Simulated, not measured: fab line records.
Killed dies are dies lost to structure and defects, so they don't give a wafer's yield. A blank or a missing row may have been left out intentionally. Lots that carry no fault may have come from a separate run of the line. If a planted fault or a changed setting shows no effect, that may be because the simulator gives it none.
Comparing a struck lot with a sound one :: flow n5_finfet :: 15 out of 1938 route steps
Sound: wafers L848.3, L848.4, L848.6. The struck wafers were L859.1, L859.4, L859.6. At the end, the cause is stated.
Per side, at each step with rows, come the tool, then ch with its chambers, and then its first start. Under that, the readings that differ: sound wafers :: struck wafers :: difference of the means :: sigmas: that difference in standard deviations of wafers without a fault.
alike: a reading whose means differ by less than 2 such deviations, as well as words and numbers matching on both sides. not compared: withheld readings; readings where some wafer has no value; bounds like >300 that might hide an equal value; numbers whose values overlap and for which the record gives no deviation.
A row with sigmas, a row that says differs or no value, or rows on one side alone: a step with any of these is where the two part. Numbers that don't overlap but have no deviation are shown without sigmas and don't part them. Lack of a reading on every wafer of one side parts them only where that side has two or more wafers.

first, 4 steps without rows for these wafers: N5_SD_EPI_P_PRECLEAN_24 (cleans in O3/DIW, time 45 s); N5_SD_EPI_P_PRECLEAN_32 (cleans in dHF, time 10 s); N5_SD_EPI_P_PRECLEAN_33 (cleans in SC2, time 45 s); N5_SD_EPI_P_SRD_25 (time 30 s).
N5_SD_EPI_P_INSPECT_26: inspects for defects (darkfield).
  sound on defect_inspect-02, day 5 02:28; struck on defect_inspect-02, day 7 16:45
  alike: raw_defect_count
N5_SD_ACTIVATION_RTA_00: time 0 s.
  sound on rtp_anneal-02 ch 0, day 5 02:34; struck on rtp_anneal-01 ch 0, day 7 16:47
reading: lamp_zone_1_pct (%)
sound: 8.92 8.92 9.03
struck: 8.88 8.92 8.86
difference: -0.07
sigmas: -2
  alike: lamp_power_pct, wafer_temp_C_max
N5_SD_ACTIVATION_LSA_01: time 0.0008 s.
  sound on laser_anneal-01 ch 0, day 5 02:46; struck on laser_anneal-02 ch 0, day 7 16:59
  alike: wafer_temp_C_max
N5_SD_ACTIVATION_RS_MEAS_03: a four-point-probe measurement.
  sound on film_metro-01, day 5 02:56; struck on film_metro-02, day 7 17:11
  alike: RS_SD_N, RS_SD_P
N5_SD_ACTIVATION_INSPECT_02: inspects for defects (darkfield).
  sound on defect_inspect-01, day 5 03:14; struck on defect_inspect-02, day 7 17:31
  alike: raw_defect_count
N5_ILD0_LINER_00: material SiNx, target thk 4 nm, pulse time 1 s, purge time 2 s.
  sound on ald_sin-04 ch 0,2,3, day 5 03:16; struck on ald_sin-02 ch 2,3, day 7 17:50
  alike: heater_power_w, precursor_pulse_height_rel
then, 1 step without rows for these wafers: N5_ILD0_FCVD_FILL_01 (material SiO2 flowable, target thk 200 nm, time 328.3 s).
N5_ILD0_CURE_02: time 1800 s.
  struck on furnace-01, day 7 18:38; sound on furnace-02 ch 0, day 5 04:04
  no value came back on the struck wafers for densification_p_h2o_torr (Torr), spike_tc_bottom_C (C), time_s (s), tube_center_temp_C_max; on the sound wafers densification_p_h2o_torr (Torr) reads 640.8 640.0 641.7
N5_ILD0_CMP_03: polishes, stops on SiNx, t overpolish 1.9 s, target thk 197.38 nm.
  sound on cmp-03 ch 0,2,3, day 5 05:40; struck on cmp-04 ch 0,1,2, day 7 20:12
  alike: motor_current_A, overpolish_run_s, time_to_endpoint_s
-- the record jumps here: 5 days lie between the struck wafers' starts before and after (it left off in module ILD0 and takes up again in module BEOL_M4, whose first step shown is number 1111 of the route) --
N5_BEOL_M4_RC_MEAS_101:
  sound on prober-02 ch 0, day 9 08:29; struck on prober-02 ch 0, day 12 22:11
  alike: DIBL_N, DIBL_P, IOFF_N, IOFF_P, ION_N, ION_P, SS_N, SS_P, VT_N, VT_P
N5_PASSIVATION_PROBE_49:
  sound wafers here have rows in the record (prober-02, day 13 21:31); struck ones have none

WHERE THEY PART
First at N5_SD_ACTIVATION_RTA_00; last, within this record, at N5_PASSIVATION_PROBE_49.

WHY: the cause the simulator had injected
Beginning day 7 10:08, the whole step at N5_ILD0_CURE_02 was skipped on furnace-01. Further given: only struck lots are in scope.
